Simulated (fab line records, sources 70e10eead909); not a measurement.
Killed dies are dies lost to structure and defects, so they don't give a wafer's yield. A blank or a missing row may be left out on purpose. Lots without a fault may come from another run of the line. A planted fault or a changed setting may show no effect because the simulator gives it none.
A struck lot beside a sound one | flow nand_harc | 15 steps out of a route of 1302
Sound: wafers L676.1, L676.3, L676.6. Struck: wafer L687.3. The cause comes at the end.
At each step with rows: each side's tool, then ch and its chambers, then its first start. Under that, the readings that differ: sound wafers | struck wafers | difference of the means | sigmas: that difference in standard deviations of wafers without a fault.
alike: readings whose means differ by less than 2 such deviations, and words and numbers that are the same on both sides. not compared: withheld readings, readings that some wafer has no value for, bounds like >300 that may hide the same value, and numbers for which the record gives no deviation and whose values overlap.
The two part at a step that has a row with sigmas, a row that says differs or no value, or rows on one side only. Numbers that don't overlap but have no deviation are shown without sigmas and don't part them. A reading that every wafer of one side lacks parts them only if that side has two wafers or more.

first, 6 steps without rows for these wafers: NHARC_A_CONTACT_COAT_02 (resist thk 90 nm); NHARC_A_CONTACT_SOFTBAKE_03 (time 55 s); NHARC_A_CONTACT_EBR_04; NHARC_A_CONTACT_EXPOSE_05 (exposes mask A CC); NHARC_A_CONTACT_PEB_06 (peb time 65 s); NHARC_A_CONTACT_DEVELOP_07 (develop time 35 s).
NHARC_A_CONTACT_CD_MEAS_08: target cd 200 nm.
  sound on cd_sem-01 ch 0, day 23 08:35; struck on cd_sem-03 ch 0, day 27 19:06
  alike: cd_nm
NHARC_A_CONTACT_OVL_MEAS_09:
  sound on overlay-01, day 23 08:41; struck on overlay-02, day 27 19:11
  alike: overlay_x_nm, overlay_y_nm
NHARC_A_CONTACT_INSPECT_10:
  sound on defect_inspect-02, day 23 08:43; struck on defect_inspect-01, day 27 19:13
  alike: raw_defect_count
NHARC_A_CONTACT_DESCUM_13: chemistry O2, time 3 s.
  sound on rie_diel-09 ch 0,3, day 23 08:47; struck on rie_diel-09 ch 3, day 27 19:19
  alike: drypump_motor_current_A, mfc_ar_sccm, oes_product_au, rf_vpp_V, showerhead_plenum_p_Torr, throttle_valve_pct
  not compared: rf_hours_counter_h
NHARC_A_CONTACT_ETCH_88: etches the open film in CF4, target depth 39 nm, time 65 s.
  sound on rie_diel-09 ch 1,2, day 23 08:52; struck on rie_diel-09 ch 2, day 27 19:22
  alike: cf4_flow_sccm, drypump_motor_current_A, mfc_ar_sccm, oes_product_au, rf_vpp_V, run_length_s, showerhead_plenum_p_Torr, throttle_valve_pct
  not compared: rf_hours_counter_h
NHARC_A_CONTACT_ETCH_89: etches the open film in N2/H2, target depth 260 nm, time 475.3 s.
  sound on rie_diel-09 ch 0,2,3; struck on rie_diel-09 ch 1
  reading               | sound             | struck | difference | sigmas
  oes_product_au (a.u.) | 0.996 1.000 0.984 | 1.027  | +0.034     | +3
  alike: drypump_motor_current_A, mfc_ar_sccm, rf_vpp_V, run_length_s, showerhead_plenum_p_Torr, throttle_valve_pct
  not compared: rf_hours_counter_h
NHARC_A_CONTACT_ETCH_30: etches the open film in CF4/CHF3, target depth 72.6 nm, time 36.3 s.
  sound on rie_diel-09 ch 0,2,3, day 23 09:19; struck on rie_diel-09 ch 0, day 27 19:49
  reading          | sound          | struck | difference | sigmas
  run_length_s (s) | 58.4 57.0 57.8 | 49.8   | -7.9       | -22
  alike: cf4_flow_sccm, chf3_flow_sccm, drypump_motor_current_A, mfc_ar_sccm, oes_product_au, rf_vpp_V, showerhead_plenum_p_Torr, throttle_valve_pct
  not compared: rf_hours_counter_h
NHARC_A_CONTACT_ETCH_31: etches the open film in O2/COS, target depth 2800 nm, time 728 s.
  sound on rie_diel-09 ch 0,2; struck on rie_diel-09 ch 2
  alike: drypump_motor_current_A, mfc_ar_sccm, oes_product_au, rf_vpp_V, run_length_s, showerhead_plenum_p_Torr, throttle_valve_pct
  not compared: rf_hours_counter_h
-- the record jumps here: 2 days lie between the struck wafers' starts before and after (it left off in module A_CONTACT and takes up again in module END, whose first step shown is number 1302 of the route) --
NHARC_END_SORT_01:
  sound on prober-01 ch 0, day 25 10:44; struck on prober-02 ch 0, day 30 01:35
  alike: killed_at_array, killed_at_other, killed_at_periphery, killed_dies, killed_open, killed_short

WHERE THEY PART
First at NHARC_A_CONTACT_ETCH_89; last, within this record, at NHARC_A_CONTACT_ETCH_30. Later steps at which nothing parts them and some readings are alike: NHARC_A_CONTACT_ETCH_31, NHARC_END_SORT_01.

WHY: what the simulator had put in
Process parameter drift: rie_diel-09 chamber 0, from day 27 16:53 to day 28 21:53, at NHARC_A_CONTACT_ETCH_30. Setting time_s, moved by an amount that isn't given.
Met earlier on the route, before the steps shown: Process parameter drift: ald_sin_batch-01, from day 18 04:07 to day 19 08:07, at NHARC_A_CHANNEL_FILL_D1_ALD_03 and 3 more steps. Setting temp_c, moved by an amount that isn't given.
